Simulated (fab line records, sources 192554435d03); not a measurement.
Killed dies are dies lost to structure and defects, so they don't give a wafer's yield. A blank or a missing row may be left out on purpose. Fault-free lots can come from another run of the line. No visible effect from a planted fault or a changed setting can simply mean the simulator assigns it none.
Comparing a struck lot with a sound one / flow n5Finfet / 21 steps out of a route of 1938
Sound: the wafers L425.3, L425.4, L425.6. Wafers L426.1, L426.3, L426.4 were the ones struck. The cause is given at the end.
Order at every step that has rows: each side's tool, ch and its chambers, its first start. Under that, the readings that differ: sound wafers / struck wafers / difference of the means / sigmas: that difference in standard deviations of wafers without a fault.
alike: a reading whose means differ by less than 2 such deviations, as well as words and numbers matching on both sides. not compared: withheld readings; readings where some wafer has no value; bounds like >300 that might hide an equal value; numbers whose values overlap and for which the record gives no deviation.
Wherever a step has rows on one side only, a row that says differs or no value, or a row with sigmas, the two part there. Numbers that have no deviation but don't overlap get no sigmas and don't part them. A reading that every wafer of one side lacks parts them only if that side has two wafers or more.

first, 9 steps without rows for these wafers: N5_BEOL_M1_PRE_CLEAN_60 (time 15 s); N5_BEOL_M1_CO_CAP_55 (material Co, precursor CCTBA/H2, target thk 2 nm, time 102.1 s); N5_BEOL_M1_PRE_CLEAN_56 (time 15 s); N5_BEOL_M1_DEP_57 (deposits SiCN from 3MS/NH3, target thk 8 nm, time 14 s); N5_BEOL_M2_ILD_DEP_00 (deposits SiOC from DEMS/O2, target thk 79 nm, time 15.3 s); N5_BEOL_M2_PECVD_72 (deposits SiO2 from TEOS/O2, target thk 16 nm, time 18 s); N5_BEOL_M2_HM_DEP_02 (deposits TiN, target thk 20 nm); N5_BEOL_M2_COAT_61 (time 60 s, resist thk 60 nm); N5_BEOL_M2_COAT_62 (time 60 s, resist thk 12 nm).
N5_BEOL_M2_COAT_73: time 60 s, resist thk 5 nm.
  sound on lithoTrack-02 ch 0, day 7 06:08; struck on lithoTrack-02 ch 0, day 7 12:27
reading=spinSpeedRpm (rpm); sound=1499.8 1500.1 1499.8; struck=1387.0 1388.9 1386.7; difference=-112.4; sigmas=-99 or more
  alike: heaterPowerTotalW
then, 7 steps without rows for these wafers: N5_BEOL_M2_COAT_05 (resist thk 30 nm); N5_BEOL_M2_EBR_07; N5_BEOL_M2_SOFTBAKE_06 (time 60 s); N5_BEOL_M2_EXPOSE_08 (exposes mask M2); N5_BEOL_M2_PEB_09 (peb time 60 s); N5_BEOL_M2_DEVELOP_10 (develop time 30 s); N5_BEOL_M2_DESCUM_16 (chemistry O2, time 7 s).
N5_BEOL_M2_ETCH_74: etches underlayer in N2/H2, target depth 6.5 nm, time 5.2 s.
  sound on rieDiel-02 ch 0,1,3, day 7 06:33; struck on rieDiel-03 ch 0,1,3, day 7 12:53
reading=model.etch.depthNm (nm); sound=4.975 4.983 4.994; struck=5.214 5.2 5.201; difference=+0.221; sigmas=
  alike: drypumpMotorCurrentA, etchRfOnTimeS, h2FlowSccm, oesProductAu, rfVppV, showerheadPlenumPTorr, throttleValvePct
  not compared: rfHoursCounterH
then, 1 step without rows for these wafers: N5_BEOL_M2_ETCH_63 (etches SiARC in CF4, target depth 15.6 nm, time 26 s).
-- the record jumps here: 2 days lie between the struck wafers' starts before and after (it left off in module BEOL_M2 and takes up again in module BEOL_M4, whose first step shown is number 1111 of the route) --
N5_BEOL_M4_RC_MEAS_101:
  sound on prober-02 ch 0, day 8 19:25; struck on prober-01 ch 0, day 9 17:58
  alike: DIBL_N, DIBL_P, IOFF_N, IOFF_P, ION_N, ION_P, SS_N, SS_P, VT_N, VT_P
then, 1 step without rows for these wafers: N5_PASSIVATION_PROBE_49.

== WHERE THEY PART ==
N5_BEOL_M2_COAT_73 only, going by this record. Later steps at which nothing parts them and some readings are alike: N5_BEOL_M2_ETCH_74, N5_BEOL_M4_RC_MEAS_101.

WHY: what had been put in by the simulator
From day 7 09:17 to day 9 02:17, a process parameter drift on lithoTrack-02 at N5_BEOL_M2_COAT_73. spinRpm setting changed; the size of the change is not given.
